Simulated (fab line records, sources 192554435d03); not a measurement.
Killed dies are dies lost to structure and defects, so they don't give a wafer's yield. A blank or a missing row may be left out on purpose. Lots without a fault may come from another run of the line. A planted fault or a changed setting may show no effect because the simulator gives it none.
Chamber matching | flow n5_finfet | N5_BEOL_M7_ETCH_72 on rie_diel-05: 4 sister chambers
The step etches underlayer in N2/H2, target depth 6.5 nm, time 5.2 s. 4 wafers are shown with their chamber, then 7 later ones without.

WAFERS WITH THEIR CHAMBER
wafer  | chamber | showerhead_plenum_p_Torr (Torr)
L082.1 | 1       | 2.62
L084.5 | 3       | 2.43
L087.1 | 2       | 2.64
L087.3 | 0       | 2.55

WAFERS WITHOUT THEIR CHAMBER
wafer  | showerhead_plenum_p_Torr (Torr)
L087.5 | 2.55
L088.1 | 2.55
L088.2 | 2.43
L088.4 | 2.64
L097.1 | 2.61
L097.3 | 2.54
L097.5 | 2.42

WHICH CHAMBER EACH WENT THROUGH
wafer  | from the rows above | in truth
L087.5 | 0                   | 0
L088.1 | 0                   | 0
L088.2 | 3                   | 3
L088.4 | 2                   | 2
L097.1 | 1                   | 1
L097.3 | 0                   | 0
L097.5 | 3                   | 3
Placed correctly: 7 of 7. Can't be placed from these rows: 0. Placed wrongly: 0.
How it was worked out, from the rows above alone: a wafer's distance from a chamber is the root of the sum, over the readings, of the square of ((its reading less the chamber's mean) divided by the reading's scatter). The wafer belongs to the nearest chamber; if the next one is less than 2 further off, it can't be placed. A chamber's mean is the mean of its shown wafers. The scatter: with one shown wafer a chamber, the root of the mean of the squares of how far each hidden wafer lies from its nearest shown one.
